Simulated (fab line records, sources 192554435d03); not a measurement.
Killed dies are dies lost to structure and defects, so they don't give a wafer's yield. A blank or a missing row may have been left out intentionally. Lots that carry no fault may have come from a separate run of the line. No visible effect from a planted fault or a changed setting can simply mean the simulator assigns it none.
Split-lot trial :: flow n5Finfet :: route with 1938 steps; 7 lots, 21 wafers read

## SPLIT DETAILS
At N5_BEOL_M10_TRENCH_ETCH_37 (etches SiCOH lowk in C4F6/O2, target depth 148.83 nm, time 48 s), the setting timeS was moved away from the recipe's 48 s on 10 of the 21 wafers read, by -18.0% to +16.9%. The other wafers ran this setting at the recipe's value.

## FROM THE SPLIT TO THE READING: what the file shows between them, 11 steps
- N5_BEOL_M10_ETCH_41: etches SiCN in CH3F/O2, target depth 42.6 nm, time 86 s
- N5_BEOL_M10_STRIP_77: strips in N2/H2, time 10 s
- N5_BEOL_M10_OCD_MEAS_38
- N5_BEOL_M10_HM_STRIP_39: strips TiN in peroxide tin strip, target depth 25 nm, time 158 s
- N5_BEOL_M10_SRD_40: time 30 s
- N5_BEOL_M10_ECD_50: material Cu, target thk 318 nm
- N5_BEOL_M10_ANNEAL_51: time 90 s
- N5_BEOL_M10_CMP_52: polishes, stops on SiCOH lowk, t overpolish 7 s, target thk 140 nm
- N5_BEOL_M10_THK_MEAS_53: measures by xrf
- N5_BEOL_M10_PRE_CLEAN_55: time 15 s
- N5_BEOL_M10_DEP_56: deposits SiCN from 3MS/NH3, target thk 15 nm, time 26.5 s

## THE READING
M10_RS, in ohm/sq, at N5_BEOL_M10_RS_MEAS_57 (measures by four-point-probe). A value of 0.149 ohm/sq with a standard deviation of 0.0051 ohm/sq is what fault-free wafers of this fab line usually give.

wafer: L074.1
tool, chamber at the split: rieDiel-04, 0
timeS as run, s: 40.28
against the recipe: -16.1%
M10_RS, ohm/sq: 0.183
against lot-mates on the recipe: +0.037

wafer: L074.5
tool, chamber at the split: rieDiel-04, 1
timeS as run, s: 40.28
against the recipe: -16.1%
M10_RS, ohm/sq: 0.187
against lot-mates on the recipe: +0.041

wafer: L074.6
tool, chamber at the split: rieDiel-04, 0
timeS as run, s: 48
against the recipe: recipe
M10_RS, ohm/sq: 0.146
against lot-mates on the recipe: -

wafer: L079.2
tool, chamber at the split: rieDiel-05, 2
timeS as run, s: 44.21
against the recipe: -7.9%
M10_RS, ohm/sq: 0.173
against lot-mates on the recipe: +0.021

wafer: L079.3
tool, chamber at the split: rieDiel-05, 3
timeS as run, s: 48
against the recipe: recipe
M10_RS, ohm/sq: 0.156
against lot-mates on the recipe: -

wafer: L079.5
tool, chamber at the split: rieDiel-05, 1
timeS as run, s: 48
against the recipe: recipe
M10_RS, ohm/sq: 0.147
against lot-mates on the recipe: -

wafer: L082.1
tool, chamber at the split: rieDiel-04, 2
timeS as run, s: 41.34
against the recipe: -13.9%
M10_RS, ohm/sq: 0.170
against lot-mates on the recipe: no lot-mate on the recipe

wafer: L082.2
tool, chamber at the split: rieDiel-04, 3
timeS as run, s: 41.34
against the recipe: -13.9%
M10_RS, ohm/sq: 0.171
against lot-mates on the recipe: no lot-mate on the recipe

wafer: L082.3
tool, chamber at the split: rieDiel-04, 0
timeS as run, s: 41.34
against the recipe: -13.9%
M10_RS, ohm/sq: 0.175
against lot-mates on the recipe: no lot-mate on the recipe

wafer: L084.2
tool, chamber at the split: rieDiel-04, 0
timeS as run, s: 56.12
against the recipe: +16.9%
M10_RS, ohm/sq: 0.123
against lot-mates on the recipe: -0.022

wafer: L084.3
tool, chamber at the split: rieDiel-04, 3
timeS as run, s: 56.12
against the recipe: +16.9%
M10_RS, ohm/sq: 0.122
against lot-mates on the recipe: -0.023

wafer: L084.5
tool, chamber at the split: rieDiel-04, 3
timeS as run, s: 48
against the recipe: recipe
M10_RS, ohm/sq: 0.145
against lot-mates on the recipe: -

wafer: L086.1
tool, chamber at the split: rieDiel-03, 2
timeS as run, s: 48
against the recipe: recipe
M10_RS, ohm/sq: 0.147
against lot-mates on the recipe: -

wafer: L086.2
tool, chamber at the split: rieDiel-03, 1
timeS as run, s: 48
against the recipe: recipe
M10_RS, ohm/sq: 0.147
against lot-mates on the recipe: -

wafer: L086.6
tool, chamber at the split: rieDiel-03, 3
timeS as run, s: 39.35
against the recipe: -18.0%
M10_RS, ohm/sq: 0.181
against lot-mates on the recipe: +0.034

wafer: L091.1
tool, chamber at the split: rieDiel-05, 0
timeS as run, s: 53.65
against the recipe: +11.8%
M10_RS, ohm/sq: 0.138
against lot-mates on the recipe: -0.024

wafer: L091.3
tool, chamber at the split: rieDiel-05, 2
timeS as run, s: 48
against the recipe: recipe
M10_RS, ohm/sq: 0.163
against lot-mates on the recipe: -

wafer: L091.5
tool, chamber at the split: rieDiel-05, 2
timeS as run, s: 48
against the recipe: recipe
M10_RS, ohm/sq: 0.161
against lot-mates on the recipe: -

wafer: L095.1
tool, chamber at the split: rieDiel-05, 3
timeS as run, s: 48
against the recipe: recipe
M10_RS, ohm/sq: 0.151
against lot-mates on the recipe: -

wafer: L095.2
tool, chamber at the split: rieDiel-05, 1
timeS as run, s: 48
against the recipe: recipe
M10_RS, ohm/sq: 0.150
against lot-mates on the recipe: -

wafer: L095.4
tool, chamber at the split: rieDiel-05, 1
timeS as run, s: 48
against the recipe: recipe
M10_RS, ohm/sq: 0.150
against lot-mates on the recipe: -

THE FIT
A straight line over all 21 wafers: M10_RS changes by -0.00171 ohm/sq for each +1% of timeS; r = -0.95; the points scatter about the line by 0.0057 ohm/sq.
The same after taking each lot's own level away (the mean of its wafers on the recipe; 18 wafers): -0.00189 ohm/sq for each +1%; r = -0.97; scatter 0.0046 ohm/sq.
According to that fit, moving timeS by its largest amount changes the reading by 0.034 ohm/sq.
Across the lots, their own levels run from 0.1450 to 0.1620 ohm/sq, a range of 3.3 times the standard deviation given above.
So the lot-to-lot level changes the slope little: the two slopes agree.
Check: for one of the wafers moved furthest among these (-18.0%), held out of the fit, the line's prediction against its lot-mates is +0.0371 ohm/sq. Against them it came out at +0.034 ohm/sq.

## FURTHER SPLITS ON THESE WAFERS
These wafers also went through other splits before the reading. Each is held against what the fit with the lots' levels taken away leaves over:
other split on the same wafers: N5_BEOL_M10_PEB_26 pebTimeS
wafers away from the commonest value: 5
r with M10_RS (lot level and that fit taken away): -0.08

## THE WHOLE CHAIN: every reading that the file lists as answering this split, in the file's order
step: N5_BEOL_M10_TRENCH_ETCH_37
what it does: etches SiCOH lowk in C4F6/O2, target depth 148.83 nm, time 48 s
reading: BEOL_M10.featureDepthNm (the simulator's own value, which no gauge read)
change (the file's fit): +1.54 nm for each +1% of the setting
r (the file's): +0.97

step: N5_BEOL_M10_TRENCH_ETCH_37
what it does: etches SiCOH lowk in C4F6/O2, target depth 148.83 nm, time 48 s
reading: etch.depthNm (the simulator's own value, which no gauge read)
change (the file's fit): +1.54 nm for each +1% of the setting
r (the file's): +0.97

step: N5_BEOL_M10_OCD_MEAS_38
what it does: 
reading: trenchDepthNm
change (the file's fit): +1.52 nm for each +1% of the setting
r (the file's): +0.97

step: N5_BEOL_M10_CMP_52
what it does: polishes, stops on SiCOH lowk, t overpolish 7 s, target thk 140 nm
reading: Cu_of_BEOL_M10_ECD_50.thkNm (the simulator's own value, which no gauge read)
change (the file's fit): +1.55 nm for each +1% of the setting
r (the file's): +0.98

step: N5_BEOL_M10_THK_MEAS_53
what it does: measures by xrf
reading: M10_THK
change (the file's fit): +1.6 for each +1% of the setting
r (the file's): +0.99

step: N5_BEOL_M10_RS_MEAS_57
what it does: measures by four-point-probe
reading: M10_RS
change (the file's fit): -0.00194 for each +1% of the setting
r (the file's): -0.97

## FILE'S OWN FIT
M10_RS changes by -0.00194 ohm/sq for each +1% of timeS, r = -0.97.
